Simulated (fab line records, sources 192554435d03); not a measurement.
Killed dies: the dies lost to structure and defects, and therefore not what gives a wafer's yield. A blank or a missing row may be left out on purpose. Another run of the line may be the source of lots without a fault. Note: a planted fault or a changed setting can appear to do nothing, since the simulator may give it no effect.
The same fault as seen by 2 desks :: flow n5 finfet :: each desk has only its own numbers; what lay behind them comes last

## AT THE TOOL OWNER'S DESK: litho track-01
The tool's own readings at N5_BEOL_M2_COAT_68 (time 60 s, resist thk 12 nm): means of the sampled wafers that have a number, for each lot that ran on this tool. A lot is out of limits, marked OUT, if its mean lies more than 4 standard deviations from the usual mean; the brackets give that distance.
Columns: A = spin speed rpm at N5_BEOL_M2_COAT_68, usual 1499.9 rpm
lot: L870
first seen here: day 7 12:51
A: 1454.8 (-45) OUT

lot: L871
first seen here: day 7 23:02
A: 1454.3 (-46) OUT

lot: L880
first seen here: day 10 08:49
A: 1499.4
This desk's verdict: out of limits on L870, L871, starting with L870 at day 7 12:51 (spin speed rpm at N5_BEOL_M2_COAT_68). L880 stayed within limits.

## METROLOGY DESK
What the gauges read, lot by lot, whatever tool the lot ran on: means of the sampled wafers that have a number. A lot is out of limits, marked OUT, if its mean lies more than 4 standard deviations from the usual mean; the brackets give that distance. It has 10 readings; the 7 that lie furthest out on some lot are the ones shown.
Columns: A = DIBL_N at N5_BEOL_M4_RC_MEAS_101, usual 35.8 mV/V; B = IOFF_N at N5_BEOL_M4_RC_MEAS_101, usual 0.16 nA/um; C = ION_N at N5_BEOL_M4_RC_MEAS_101, usual 672 uA/um; D = ION_P at N5_BEOL_M4_RC_MEAS_101, usual 461 uA/um; E = SS_N at N5_BEOL_M4_RC_MEAS_101, usual 71.4 mV/dec; F = VT_N at N5_BEOL_M4_RC_MEAS_101, usual 250 mV; G = VT_P at N5_BEOL_M4_RC_MEAS_101, usual -251 mV
lot: L870
first seen here: day 8 20:20
A: 34.2
B: 0.14
C: 669
D: 467
E: 71.5
F: 251
G: -250

lot: L871
first seen here: day 9 08:49
A: 34.5
B: 0.13
C: 655
D: 454
E: 71.7
F: 253
G: -252

lot: L880
first seen here: day 11 20:01
A: 35.1
B: 0.15
C: 663
D: 462
E: 70.9
F: 250
G: -246

lot: L884
first seen here: day 12 16:29
A: 36.2
B: 0.16
C: 677
D: 463
E: 71.3
F: 247
G: -251
Result from this desk: across the 4 lots, nothing is out of limits.

## ALL TOGETHER
On L870, L871, at day 7 12:51, an alarm was possible from the tool owner's desk.
Nothing out of limits was seen by the metrology desk.
The metrology desk holds a record of L870, L871, inside its limits.
On litho track-01, each named lot ran N5_BEOL_M2_COAT_68.

## WHAT THE SIMULATOR PUT IN
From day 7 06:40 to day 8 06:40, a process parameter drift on litho track-01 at N5_BEOL_M2_COAT_68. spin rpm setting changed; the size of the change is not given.
Shown lots that were struck: L870, L871.
Each desk's first reading out of limits, in hours after the fault started: the tool owner's desk, 6.
